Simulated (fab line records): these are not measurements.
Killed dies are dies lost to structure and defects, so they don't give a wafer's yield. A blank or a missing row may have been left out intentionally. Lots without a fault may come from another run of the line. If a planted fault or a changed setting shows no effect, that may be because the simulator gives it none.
fab line records + flow n5Finfet
record:
- lots: 6
- wafers: 18
- lastDay: 18
route steps=1938 shown BEOL_M4@1028 PASSIVATION@1936
lots that met no fault: from a run of the same line without faults
startH: start of the lot's first displayed wafer, in hours after the record's first day + waitH: hours since the lot's step before + " unchanged from the row above + L1.1+2: several wafers, shown together as one row + - value missing, or start not given + * or withheld: withheld + < > ~ a bound
route shown NAME@n: a module of which the file shows steps, and the number in the route of the first + usual: mean and standard deviation over wafers with no fault + same: alike in all rows + chamber/n: place in a boat + sites: each site's reading + _std_site: standard deviation across them + _edge_site: inner sites' mean taken away from outer sites' mean + radiusMm: how far each site lies from the wafer's centre + mask NAME#n: copy n + behind: the most recent tool/chamber to have shaped the wafer + hold: why the lot was held/for how many hours/how that ended + device: transistor that didn't switch, given as n, p or np + end of line: the same wafers' tests at the end of the route + a step with no rows: only its recipe + killed: dies lost to structure and defects at the first sort, not the wafer's yield + map: the dies of a wafer, with x for killed, . for not killed, _ for no die there
set.NAME: the setting the step ran with; set.NAME@STEP: the setting that earlier step ran with + model.NAME: the simulator's own value behind a step, which no gauge read
certain route steps with their lots: each step a table, each wafer a row
services: a tool's chamber out of use, with start hour (startH, from the record's first day; less than 0 if before it), hours out, and reason
== steps ==
step: N5_BEOL_M4_COAT_05
recipe:
- resist: CAR-EUV
- spinRpm: 1500
- resistThkNm: 30
step: N5_BEOL_M4_EBR_07
recipe:
- solvent: PGMEA
- ebrWidthMm: 1.5
step: N5_BEOL_M4_SOFTBAKE_06
recipe:
- tempC: 110
- timeS: 60
- resist: CAR-EUV
step: N5_BEOL_M4_EXPOSE_08
recipe:
- maskId: M4
- na: 0.33
- sourceShape: dipole
- sigmaInner: 0.369
- sigmaOuter: 0.767
- polarization: unpolarized
- doseMj: 41.25
step: N5_BEOL_M4_PEB_09
recipe:
- pebTempC: 100
- pebTimeS: 60
- resist: CAR-EUV
step: N5_BEOL_M4_DEVELOP_10
recipe:
- developTimeS: 30
- developer: TMAH
- resist: CAR-EUV
- rinseLiquid: surfactantRinse
- dry: airSpin
- devTempC: 23
step: N5_BEOL_M4_CD_MEAS_11
recipe:
- targetCdNm: 16.79
- landingEnergyEv: 500
- detector: seInlens
- polarity: opening
usual:
- cdNm: 16.96/0.24
| lot.wafer | tool     | chamber | startH | waitH | cdNm  |
|-----------|----------|---------|--------|-------|-------|
| L396.1    | cdSem-01 | 0       | 175.12 | -     | 16.81 |
| L396.2    | "        | 0       | "      | "     | 16.79 |
| L396.5    | "        | 0       | "      | "     | 16.61 |
| L402.2    | cdSem-03 | 0       | 211.41 | -     | 17.14 |
| L402.3    | "        | 0       | "      | "     | 17.30 |
| L402.6    | "        | 0       | "      | "     | 16.96 |
| L405.2    | cdSem-02 | 0       | 229.49 | -     | 17.30 |
| L405.4    | "        | 0       | "      | "     | 17.00 |
| L405.6    | "        | 0       | "      | "     | 17.20 |
| L411.1    | cdSem-02 | 0       | 293.13 | -     | 17.02 |
| L411.2    | "        | 0       | "      | "     | 17.26 |
| L411.4    | "        | 0       | "      | "     | 16.72 |
| L414.2    | cdSem-02 | 0       | 300.24 | -     | 16.93 |
| L414.5    | "        | 0       | "      | "     | 17.10 |
| L414.6    | "        | 0       | "      | "     | 17.17 |
| L416.2    | cdSem-02 | 0       | 313.57 | -     | 16.58 |
| L416.3    | "        | 0       | "      | "     | 16.87 |
| L416.4    | "        | 0       | "      | "     | 16.65 |
step: N5_BEOL_M4_OVL_MEAS_12
recipe:
- pointsPerWafer: 522
usual:
- M4_OVL: -0.2/0.72
| lot.wafer | tool       | chamber | startH | waitH | M4_OVL[nm] |
|-----------|------------|---------|--------|-------|------------|
| L396.1    | overlay-01 | 0       | 175.15 | 0.0   | 0.4        |
| L396.2    | "          | 0       | "      | "     | 0.5        |
| L396.5    | "          | 0       | "      | "     | 0.3        |
| L402.2    | overlay-02 | 0       | 211.45 | 0.0   | 0.6        |
| L402.3    | "          | 0       | "      | "     | 0.0        |
| L402.6    | "          | 0       | "      | "     | 0.0        |
| L405.2    | overlay-01 | 0       | 229.52 | 0.0   | 0.4        |
| L405.4    | "          | 0       | "      | "     | 0.0        |
| L405.6    | "          | 0       | "      | "     | 0.2        |
| L411.1    | overlay-02 | 0       | 293.16 | 0.0   | 0.8        |
| L411.2    | "          | 0       | "      | "     | 0.1        |
| L411.4    | "          | 0       | "      | "     | 0.7        |
| L414.2    | overlay-02 | 0       | 300.28 | 0.0   | -0.9       |
| L414.5    | "          | 0       | "      | "     | -0.6       |
| L414.6    | "          | 0       | "      | "     | -1.0       |
| L416.2    | overlay-01 | 0       | 313.60 | 0.0   | -0.5       |
| L416.3    | "          | 0       | "      | "     | 0.0        |
| L416.4    | "          | 0       | "      | "     | -0.2       |
step: N5_BEOL_M4_INSPECT_13
recipe:
- mode: adi
- inspectInstrument: brightfield
usual:
- rawDefectCount: 415/86
| lot.wafer | tool             | chamber | startH | waitH | rawDefectCount |
|-----------|------------------|---------|--------|-------|----------------|
| L396.1    | defectInspect-01 | -       | 175.20 | 0.1   | 582            |
| L396.2    | "                | -       | "      | "     | 395            |
| L396.5    | "                | -       | "      | "     | 595            |
| L402.2    | defectInspect-02 | -       | 211.50 | 0.0   | 349            |
| L402.3    | "                | -       | "      | "     | 262            |
| L402.6    | "                | -       | "      | "     | 328            |
| L405.2    | defectInspect-02 | -       | 229.58 | 0.0   | 314            |
| L405.4    | "                | -       | "      | "     | 431            |
| L405.6    | "                | -       | "      | "     | 371            |
| L411.1    | defectInspect-01 | -       | 293.22 | 0.1   | 317            |
| L411.2    | "                | -       | "      | "     | 358            |
| L411.4    | "                | -       | "      | "     | 338            |
| L414.2    | defectInspect-02 | -       | 300.33 | 0.0   | 317            |
| L414.5    | "                | -       | "      | "     | 346            |
| L414.6    | "                | -       | "      | "     | 334            |
| L416.2    | defectInspect-01 | -       | 313.65 | 0.0   | 507            |
| L416.3    | "                | -       | "      | "     | 295            |
| L416.4    | "                | -       | "      | "     | 423            |
step: N5_BEOL_M4_DESCUM_16
recipe:
- chemistry: O2
- timeS: 7
- sourcePowerW: 50
- biasPowerW: 20
- pressureMtorr: 20
- rfFrequencyHz: 2.712e+07
- tempC: 40
- resist: CAR-EUV
- o2FlowSccm: 225
usual:
- drypumpMotorCurrentA: 5.7/0.58
- oesProductAu: 0.73/0.053
- rfVppV: 242.7/1.3
- showerheadPlenumPTorr: 2.07/0.068
- throttleValvePct: 20.5/0.32
| lot.wafer | tool       | chamber | startH | waitH | drypumpMotorCurrentA | oesProductAu | rfHoursCounterH | rfVppV | showerheadPlenumPTorr | throttleValvePct |
|-----------|------------|---------|--------|-------|----------------------|--------------|-----------------|--------|-----------------------|------------------|
| L396.1    | rieDiel-05 | 2       | 175.26 | 0.1   | 6.3                  | 0.71         | 197             | 242.6  | 2.08                  | 20.8             |
| L396.2    | "          | 1       | "      | "     | 6.7                  | 0.77         | 111             | 243.8  | 2.11                  | 20.1             |
| L396.5    | "          | 3       | "      | "     | 5.5                  | 0.86         | -               | 244.2  | 2.04                  | 20.3             |
| L402.2    | rieDiel-05 | 0       | 211.53 | 0.0   | 6.4                  | 0.82         | 107             | 243.1  | 2.09                  | 20.3             |
| L402.3    | "          | 2       | "      | "     | 6.2                  | 0.70         | 208             | 243.3  | 2.08                  | 20.8             |
| L402.6    | "          | 1       | "      | "     | 6.7                  | 0.76         | -               | 243.8  | 2.11                  | 20.1             |
| L405.2    | rieDiel-06 | 2       | 229.70 | 0.1   | 4.9                  | 0.68         | 227             | 243.6  | 2.14                  | 20.9             |
| L405.4    | "          | 0       | "      | "     | 5.8                  | 0.68         | -               | 241.8  | 1.96                  | 20.6             |
| L405.6    | "          | 2       | "      | "     | 4.9                  | 0.67         | -               | 245.7  | 2.14                  | 20.9             |
| L411.1    | rieDiel-06 | 1       | 293.32 | 0.1   | 5.5                  | 0.67         | 227             | 241.8  | 1.98                  | 21.0             |
| L411.2    | "          | 2       | "      | "     | 4.9                  | 0.65         | 247             | 243.9  | 2.14                  | 20.9             |
| L411.4    | "          | 2       | "      | "     | 4.9                  | 0.66         | -               | 243.4  | 2.14                  | 20.9             |
| L414.2    | rieDiel-06 | 2       | 300.36 | 0.0   | 4.9                  | 0.65         | 251             | 243.2  | 2.14                  | 20.9             |
| L414.5    | "          | 2       | "      | "     | 4.9                  | 0.65         | -               | 243.8  | 2.14                  | 20.9             |
| L414.6    | "          | 3       | "      | "     | 5.0                  | 0.69         | -               | 239.4  | 2.00                  | 20.2             |
| L416.2    | rieDiel-02 | 0       | 313.69 | 0.0   | 5.7                  | 0.74         | 189             | 242.4  | 2.08                  | 20.5             |
| L416.3    | "          | 2       | "      | "     | 6.1                  | 0.74         | 158             | 242.3  | 2.08                  | 20.5             |
| L416.4    | "          | 3       | "      | "     | 5.7                  | 0.68         | 249             | 244.2  | 2.08                  | 20.8             |
step: N5_BEOL_M4_ETCH_74
recipe:
- chemistry: N2/H2
- target: underlayer
- targetDepthA: 65
- maskMaterial: CAR-EUV
- timeS: 5.2
- ionEnergyEv: 200
- pressureMtorr: 30
- sourceW: 840
- biasW: 150
- n2FlowSccm: 200
- h2FlowSccm: 200
- ends: cleared
usual:
- biasW: 150.0/0.46
- drypumpMotorCurrentA: 5.7/0.58
- etchRfOnTimeS: 5.29/0.13
- oesProductAu: 0.62/0.044
- rfVppV: 523.0/2.8
- showerheadPlenumPTorr: 2.51/0.084
- throttleValvePct: 17.9/0.34
| lot.wafer | tool       | chamber | startH | waitH | biasW | drypumpMotorCurrentA | etchRfOnTimeS | oesProductAu | rfHoursCounterH | rfVppV | showerheadPlenumPTorr | throttleValvePct |
|-----------|------------|---------|--------|-------|-------|----------------------|---------------|--------------|-----------------|--------|-----------------------|------------------|
| L396.1    | rieDiel-05 | 2       | 175.29 | 0.0   | 149.3 | 6.3                  | 5.37          | 0.61         | 197             | 521.7  | 2.54                  | 18.4             |
| L396.2    | "          | 1       | "      | "     | 150.1 | 6.7                  | 5.31          | 0.65         | 111             | 523.1  | 2.55                  | 17.5             |
| L396.5    | "          | 3       | "      | "     | 149.7 | 5.4                  | 5.34          | 0.72         | -               | 523.5  | 2.48                  | 17.7             |
| L402.2    | rieDiel-05 | 0       | 211.57 | 0.0   | 150.6 | 6.4                  | 5.04          | 0.70         | 107             | 525.7  | 2.56                  | 17.8             |
| L402.3    | "          | 2       | "      | "     | 150.1 | 6.3                  | 5.38          | 0.59         | 208             | 524.8  | 2.53                  | 18.4             |
| L402.6    | "          | 1       | "      | "     | 150.2 | 6.7                  | 5.36          | 0.64         | -               | 523.6  | 2.55                  | 17.5             |
| L405.2    | rieDiel-06 | 2       | 229.73 | 0.0   | 150.2 | 4.9                  | 5.47          | 0.56         | 227             | 524.8  | 2.62                  | 18.3             |
| L405.4    | "          | 0       | "      | "     | 150.4 | 5.8                  | 5.28          | 0.59         | -               | 518.3  | 2.40                  | 18.2             |
| L405.6    | "          | 2       | "      | "     | 149.5 | 4.9                  | 5.46          | 0.57         | -               | 526.6  | 2.62                  | 18.3             |
| L411.1    | rieDiel-06 | 1       | 293.35 | 0.0   | 150.3 | 5.5                  | 5.26          | 0.58         | 227             | 518.9  | 2.40                  | 18.4             |
| L411.2    | "          | 2       | "      | "     | 149.4 | 4.9                  | 5.40          | 0.56         | 247             | 525.3  | 2.61                  | 18.3             |
| L411.4    | "          | 2       | "      | "     | 148.6 | 4.9                  | 5.47          | 0.55         | -               | 525.9  | 2.61                  | 18.3             |
| L414.2    | rieDiel-06 | 2       | 300.40 | 0.0   | 149.5 | 4.9                  | 5.56          | 0.55         | 251             | 527.7  | 2.61                  | 18.3             |
| L414.5    | "          | 2       | "      | "     | 149.8 | 4.9                  | 5.57          | 0.55         | -               | 523.1  | 2.61                  | 18.3             |
| L414.6    | "          | 3       | "      | "     | 149.6 | 5.0                  | 5.38          | 0.59         | -               | 519.3  | 2.42                  | 17.6             |
| L416.2    | rieDiel-02 | 0       | 313.72 | 0.0   | 150.1 | 5.7                  | 5.10          | 0.64         | 189             | 525.1  | 2.51                  | 17.9             |
| L416.3    | "          | 2       | "      | "     | 149.7 | 6.1                  | 5.29          | 0.63         | 158             | 525.9  | 2.55                  | 18.0             |
| L416.4    | "          | 3       | "      | "     | 149.9 | 5.7                  | 5.07          | 0.59         | 249             | 522.4  | 2.48                  | 18.0             |
step: N5_BEOL_M4_ETCH_63
recipe:
- chemistry: CF4
- target: SiARC
- targetDepthA: 156
- maskMaterial: CAR-EUV
- timeS: 26
- ionEnergyEv: 80
- pressureMtorr: 40
- sourceW: 545
- biasW: 36
- Ar_flow_sccm: 100
- cf4FlowSccm: 100
- ends: cleared
usual:
- biasW: 36.01/0.1
- drypumpMotorCurrentA: 5.7/0.58
- etchRfOnTimeS: 26.5/0.6
- oesProductAu: 0.62/0.045
- rfVppV: 183.7/1.2
- showerheadPlenumPTorr: 2.12/0.071
- throttleValvePct: 15.74/0.29
| lot.wafer | tool       | chamber | startH | waitH | biasW | drypumpMotorCurrentA | etchRfOnTimeS | oesProductAu | rfHoursCounterH | rfVppV | showerheadPlenumPTorr | throttleValvePct |
|-----------|------------|---------|--------|-------|-------|----------------------|---------------|--------------|-----------------|--------|-----------------------|------------------|
| L396.1    | rieDiel-05 | 2       | 175.31 | 0.0   | 36.15 | 6.2                  | 26.6          | 0.61         | 197             | 184.0  | 2.14                  | 15.96            |
| L396.2    | "          | 1       | "      | "     | 36.05 | 6.7                  | 26.8          | 0.66         | 111             | 184.0  | 2.16                  | 15.27            |
| L396.5    | "          | 3       | "      | "     | 35.99 | 5.4                  | 26.7          | 0.72         | -               | 182.3  | 2.09                  | 15.40            |
| L402.2    | rieDiel-05 | 0       | 211.59 | 0.0   | 35.98 | 6.4                  | 24.9          | 0.71         | 107             | 184.6  | 2.17                  | 15.63            |
| L402.3    | "          | 2       | "      | "     | 35.89 | 6.3                  | 26.5          | 0.61         | 208             | 183.9  | 2.14                  | 15.99            |
| L402.6    | "          | 1       | "      | "     | 35.97 | 6.7                  | 26.9          | 0.65         | -               | 184.4  | 2.15                  | 15.30            |
| L405.2    | rieDiel-06 | 2       | 229.75 | 0.0   | 36.03 | 4.9                  | 27.6          | 0.56         | 227             | 186.3  | 2.20                  | 16.08            |
| L405.4    | "          | 0       | "      | "     | 35.92 | 5.8                  | 26.4          | 0.58         | -               | 182.1  | 2.02                  | 15.92            |
| L405.6    | "          | 2       | "      | "     | 36.10 | 4.9                  | 27.5          | 0.56         | -               | 185.2  | 2.20                  | 16.07            |
| L411.1    | rieDiel-06 | 1       | 293.37 | 0.0   | 36.16 | 5.5                  | 26.7          | 0.58         | 227             | 182.5  | 2.03                  | 16.07            |
| L411.2    | "          | 2       | "      | "     | 35.95 | 4.9                  | 27.5          | 0.55         | 247             | 185.3  | 2.19                  | 16.12            |
| L411.4    | "          | 2       | "      | "     | 35.93 | 4.9                  | 27.6          | 0.56         | -               | 185.9  | 2.19                  | 16.11            |
| L414.2    | rieDiel-06 | 2       | 300.41 | 0.0   | 35.91 | 4.9                  | 27.2          | 0.55         | 251             | 184.1  | 2.19                  | 16.12            |
| L414.5    | "          | 2       | "      | "     | 35.85 | 4.9                  | 27.2          | 0.56         | -               | 184.4  | 2.19                  | 16.14            |
| L414.6    | "          | 3       | "      | "     | 35.89 | 5.0                  | 26.6          | 0.59         | -               | 183.0  | 2.04                  | 15.38            |
| L416.2    | rieDiel-02 | 0       | 313.74 | 0.0   | 35.80 | 5.7                  | 26.4          | 0.63         | 189             | 184.2  | 2.12                  | 15.73            |
| L416.3    | "          | 2       | "      | "     | 35.87 | 6.1                  | 27.0          | 0.63         | 158             | 185.2  | 2.14                  | 15.69            |
| L416.4    | "          | 3       | "      | "     | 36.05 | 5.7                  | 26.1          | 0.58         | 249             | 184.0  | 2.12                  | 15.93            |
step: N5_BEOL_M4_ETCH_64
recipe:
- chemistry: N2/H2
- target: SOC
- targetDepthA: 750
- overetchA: 225
- maskMaterial: SiARC
- tempC: 40
- timeS: 121.9
- ionEnergyEv: 200
- pressureMtorr: 30
- sourceW: 840
- biasW: 150
- n2FlowSccm: 200
- h2FlowSccm: 200
usual:
- biasW: 150.0/0.45
- drypumpMotorCurrentA: 5.7/0.58
- oesProductAu: 0.55/0.036
- rfVppV: 522.9/2.5
- showerheadPlenumPTorr: 2.51/0.084
- throttleValvePct: 17.9/0.34
| lot.wafer | tool       | chamber | startH | waitH | biasW | drypumpMotorCurrentA | oesProductAu | rfHoursCounterH | rfVppV | showerheadPlenumPTorr | throttleValvePct | model.SiARC_of_BEOL_M4_COAT_62.thkNm |
|-----------|------------|---------|--------|-------|-------|----------------------|--------------|-----------------|--------|-----------------------|------------------|--------------------------------------|
| L396.1    | rieDiel-05 | 2       | 175.34 | 0.0   | 149.6 | 6.3                  | 0.55         | 197             | 522.2  | 2.54                  | 18.3             | 6.4                                  |
| L396.2    | "          | 1       | "      | "     | 150.3 | 6.6                  | 0.59         | 111             | 525.2  | 2.55                  | 17.4             | 6.4                                  |
| L396.5    | "          | 3       | "      | "     | 150.4 | 5.5                  | 0.65         | -               | 520.1  | 2.48                  | 17.7             | 6.4                                  |
| L402.2    | rieDiel-05 | 0       | 211.61 | 0.0   | 149.7 | 6.4                  | 0.61         | 107             | 523.9  | 2.56                  | 17.7             | 6                                    |
| L402.3    | "          | 2       | "      | "     | 149.6 | 6.2                  | 0.55         | 208             | 523.5  | 2.53                  | 18.3             | 6.6                                  |
| L402.6    | "          | 1       | "      | "     | 149.7 | 6.7                  | 0.58         | -               | 521.4  | 2.55                  | 17.4             | 6.4                                  |
| L405.2    | rieDiel-06 | 2       | 229.78 | 0.0   | 150.5 | 5.0                  | 0.52         | 227             | 525.8  | 2.62                  | 18.3             | 6.6                                  |
| L405.4    | "          | 0       | "      | "     | 150.5 | 5.8                  | 0.52         | -               | 521.1  | 2.40                  | 18.1             | 6.6                                  |
| L405.6    | "          | 2       | "      | "     | 149.5 | 4.9                  | 0.52         | -               | 526.4  | 2.62                  | 18.3             | 6.6                                  |
| L411.1    | rieDiel-06 | 1       | 293.40 | 0.0   | 119.8 | 5.5                  | 0.52         | 227             | 450.4  | 2.40                  | 18.3             | 7.6                                  |
| L411.2    | "          | 2       | "      | "     | 120.1 | 4.9                  | 0.51         | 247             | 456.2  | 2.61                  | 18.3             | 8                                    |
| L411.4    | "          | 2       | "      | "     | 120.5 | 4.9                  | 0.51         | -               | 456.8  | 2.61                  | 18.3             | 8                                    |
| L414.2    | rieDiel-06 | 2       | 300.44 | 0.0   | 120.0 | 4.9                  | 0.50         | 251             | 453.9  | 2.61                  | 18.3             | 8                                    |
| L414.5    | "          | 2       | "      | "     | 119.2 | 4.9                  | 0.51         | -               | 456.4  | 2.61                  | 18.3             | 8                                    |
| L414.6    | "          | 3       | "      | "     | 119.7 | 5.0                  | 0.53         | -               | 452.1  | 2.42                  | 17.5             | 8                                    |
| L416.2    | rieDiel-02 | 0       | 313.77 | 0.0   | 150.5 | 5.7                  | 0.57         | 189             | 523.2  | 2.51                  | 17.8             | 6.2                                  |
| L416.3    | "          | 2       | "      | "     | 149.5 | 6.1                  | 0.56         | 158             | 523.2  | 2.55                  | 17.9             | 6.6                                  |
| L416.4    | "          | 3       | "      | "     | 149.5 | 5.7                  | 0.52         | 249             | 522.7  | 2.48                  | 18.0             | 6.2                                  |
step: N5_BEOL_M4_STRIP_65
recipe:
- chemistry: N2/H2
- tempC: 40
- n2FlowSccm: 200
- h2FlowSccm: 200
- rfFrequencyHz: 6e+07
step: N5_BEOL_M4_RC_MEAS_101
usual:
- DIBL_N: 36.3/2
- DIBL_P: 36.3/2.4
- IOFF_N: 0.16/0.034
- IOFF_P: 0.21/0.035
- ION_N: 672/12
- ION_P: 459/6.5
- SS_N: 71.6/0.67
- SS_P: 73.3/0.71
- VT_N: 250/3.5
- VT_P: -251/3
| lot.wafer | tool      | chamber | startH | waitH | DIBL_N[mV/V] | DIBL_P[mV/V] | IOFF_N[nA/um] | IOFF_P[nA/um] | ION_N[uA/um] | ION_P[uA/um] | SS_N[mV/dec] | SS_P[mV/dec] | VT_N[mV] | VT_P[mV] |
|-----------|-----------|---------|--------|-------|--------------|--------------|---------------|---------------|--------------|--------------|--------------|--------------|----------|----------|
| L396.1    | prober-02 | 0       | 184.66 | 0.0   | 33.2         | 31.9         | 0.11          | 0.14          | 658          | 449          | 70.6         | 71.5         | 254      | -256     |
| L396.2    | "         | 0       | "      | "     | 32.4         | 31.4         | 0.10          | 0.14          | 661          | 463          | 70.6         | 72.0         | 255      | -257     |
| L396.5    | "         | 0       | "      | "     | 34.3         | 33.2         | 0.13          | 0.16          | 681          | 466          | 71.1         | 72.6         | 254      | -253     |
| L402.2    | prober-02 | 0       | 242.64 | 0.2   | 40.5         | 39.7         | 0.23          | 0.25          | 679          | 456          | 72.6         | 73.8         | 246      | -248     |
| L402.3    | "         | 0       | "      | "     | 39.3         | 38.1         | 0.19          | 0.21          | 682          | 453          | 72.3         | 73.6         | 247      | -253     |
| L402.6    | "         | 0       | "      | "     | 38.8         | 38.8         | 0.19          | 0.22          | 686          | 465          | 72.7         | 73.6         | 247      | -251     |
| L405.2    | prober-02 | 0       | 260.28 | 0.2   | 40.1         | 40.2         | 0.22          | 0.26          | 698          | 473          | 71.9         | 73.5         | 244      | -249     |
| L405.4    | "         | 0       | "      | "     | 38.7         | 37.5         | 0.16          | 0.21          | 667          | 456          | 72.5         | 73.5         | 250      | -251     |
| L405.6    | "         | 0       | "      | "     | 38.3         | 36.6         | 0.15          | 0.20          | 662          | 453          | 71.8         | 73.2         | 251      | -252     |
| L414.2    | prober-01 | 0       | 318.02 | 0.2   | 35.9         | 35.0         | 0.15          | 0.18          | 671          | 458          | 71.1         | 73.6         | 248      | -254     |
| L414.5    | "         | 0       | "      | "     | 35.2         | 35.0         | 0.15          | 0.18          | 672          | 460          | 71.1         | 73.3         | 250      | -252     |
| L414.6    | "         | 0       | "      | "     | 35.6         | 35.9         | 0.16          | 0.20          | 681          | 465          | 71.5         | 73.4         | 249      | -251     |
| L411.1    | prober-02 | 0       | 318.71 | 0.0   | 35.9         | 35.4         | 0.17          | 0.19          | 672          | 457          | 71.6         | 73.7         | 249      | -253     |
| L411.2    | "         | 0       | "      | "     | 34.7         | 34.2         | 0.14          | 0.18          | 674          | 451          | 71.0         | 72.9         | 252      | -251     |
| L411.4    | "         | 0       | "      | "     | 37.3         | 38.2         | 0.22          | 0.24          | 687          | 459          | 72.3         | 74.5         | 243      | -250     |
| L416.2    | prober-01 | 0       | 326.54 | 0.2   | 38.5         | 39.2         | 0.23          | 0.26          | 693          | 467          | 72.8         | 73.9         | 242      | -247     |
| L416.3    | "         | 0       | "      | "     | 37.8         | 38.4         | 0.23          | 0.26          | 685          | 459          | 72.2         | 73.7         | 243      | -247     |
| L416.4    | "         | 0       | "      | "     | 38.6         | 39.4         | 0.23          | 0.26          | 686          | 460          | 71.8         | 74.3         | 244      | -245     |
step: N5_PASSIVATION_PROBE_49
usual:
- defectLimitedYield: 91.4/1.5
- killed_at_M0_to_M3: 33/11
- killed_at_M4_up: 14/5.3
- killedAtContacts: 13/6.2
- killedAtFrontEnd: 39/13
- killedAtOther: 3.1/2.8
- killedDies: 102/17
- killedOpen: 68/13
- killedShort: 32/7.8
- sort_bin_5_function: 5.1/0.95
- sort_bin_6_memory: 3.2/0.7
- sortNPass: 1078/18
- sortYieldPct: 91.3/1.5
same:
- grossDies: 1180
- killedAtBackSide: 0
- sort_bin_4_leakage[%]: 0
- sort_bin_8_speed[%]: 0
| lot.wafer | tool      | chamber | startH | waitH | defectLimitedYield[%] | killed_at_M0_to_M3 | killed_at_M4_up | killedAtContacts | killedAtFrontEnd | killedAtOther | killedDies | killedOpen | killedShort | sort_bin_5_function[%] | sort_bin_6_memory[%] | sortNPass | sortYieldPct[%] |
|-----------|-----------|---------|--------|-------|-----------------------|--------------------|-----------------|------------------|------------------|---------------|------------|------------|-------------|------------------------|----------------------|-----------|-----------------|
| L414.2    | prober-01 | -       | 427.42 | 0.1   | 91.9                  | 22                 | 14              | 10               | 48               | 1             | 95         | 75         | 20          | 5.4                    | 2.5                  | 1085      | 91.9            |
| L414.5    | prober-01 | -       | 427.57 | 0.2   | 94.6                  | 20                 | 6               | 5                | 29               | 4             | 64         | 37         | 27          | 3.4                    | 1.9                  | 1116      | 94.6            |
| L414.6    | prober-01 | -       | 427.62 | 0.3   | 93.3                  | 21                 | 10              | 16               | 29               | 3             | 79         | 60         | 18          | 4.1                    | 2.5                  | 1101      | 93.3            |
killed by level:class
L414.2 FIN_SAQP:geometricParticle:open=24 MOL_CONTACT_COAG:geometricParticle:open=8 STI_FIN_REVEAL:geometricParticle:open=6 BEOL_M0_SAQP:geometricParticle:short=6 BEOL_M2:geometricParticle:open=6 FIN_SAQP:geometricParticle:short=4 BEOL_M0:geometricParticle:open=4 DUMMY_GATE:geometricParticle:open=3
L414.5 FIN_SAQP:geometricParticle:short=7 BEOL_M3:geometricParticle:open=7 FIN_SAQP:geometricParticle:open=4 GATE_CUT:geometricParticle:short=4 MOL_CONTACT_COAG:geometricParticle:open=4 BEOL_M2:geometricParticle:open=4 DUMMY_GATE:geometricParticle:open=3 GATE_CUT:geometricParticle:open=3
L414.6 MOL_CONTACT_COAG:geometricParticle:open=15 BEOL_M2:geometricParticle:open=8 FIN_SAQP:geometricParticle:short=7 FIN_SAQP:geometricParticle:open=5 GATE_CUT:geometricParticle:open=4 BEOL_M0_SAQP:geometricParticle:short=4 BEOL_M1:geometricParticle:open=4 BEOL_M4:geometricParticle:open=4
== services ==
| tool       | chamber | startH | hours | kind                         |
|------------|---------|--------|-------|------------------------------|
| rieDiel-05 | 0       | 161.45 | 14.5  | repair                       |
| rieDiel-05 | 2       | 176.47 | 4.3   | repair                       |
| rieDiel-02 | -       | 212.23 | 1.0   | repair                       |
| rieDiel-06 | -       | 227.77 | 0.4   | repair                       |
| rieDiel-05 | 3       | 229.94 | 6.9   | repair                       |
| rieDiel-05 | 2       | 235.44 | 7.4   | repair                       |
| rieDiel-05 | -       | 260.09 | 1.4   | repair                       |
| rieDiel-06 | 0       | 287.51 | -     | clean                        |
| rieDiel-06 | 0       | 287.51 | -     | consumableReplace:focusRing  |
| rieDiel-06 | 0       | 287.51 | -     | consumableReplace:showerhead |
| rieDiel-06 | 0       | 287.51 | 16.2  | scheduledDown                |
| rieDiel-06 | 0       | 287.51 | 16.2  | ventCycle                    |
| rieDiel-02 | 0       | 294.09 | 10.7  | repair                       |
| rieDiel-06 | 2       | 303.85 | -     | clean                        |
| rieDiel-06 | 2       | 303.85 | -     | consumableReplace:focusRing  |
| rieDiel-06 | 2       | 303.85 | 30.6  | scheduledDown                |
| rieDiel-06 | 2       | 303.85 | 30.6  | ventCycle                    |
| rieDiel-06 | 1       | 306.01 | 2.9   | repair                       |
== key ==
firstSign:
- step: N5_BEOL_M4_ETCH_64
- reading: biasW
- direction: down
- sigmas: 66
- usual: *
- struck: *
effect:
- step: N5_BEOL_M4_ETCH_64
- reading: rfVppV
- direction: down
- sigmas: 28
- usual: 522.9
- struck: 454.3
modelEffect:
- step: N5_BEOL_M4_ETCH_64
- value: SiARC_of_BEOL_M4_COAT_62.thkNm
- without: 6.5
- struck: 7.933
metAt N5_BEOL_M4_ETCH_64
struckWafers L411.1,L411.2,L411.4,L414.2,L414.5,L414.6
onsetBetween 229.78 293.40
fault:
- kind: processParameterDrift
- tool: rieDiel-06
- chamber: -
- onsetH: 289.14
- steps: N5_BEOL_M4_ETCH_64
- channel: biasW
- offset: *
- shape: step
- endH: 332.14
- actsIn: *
- stated: *
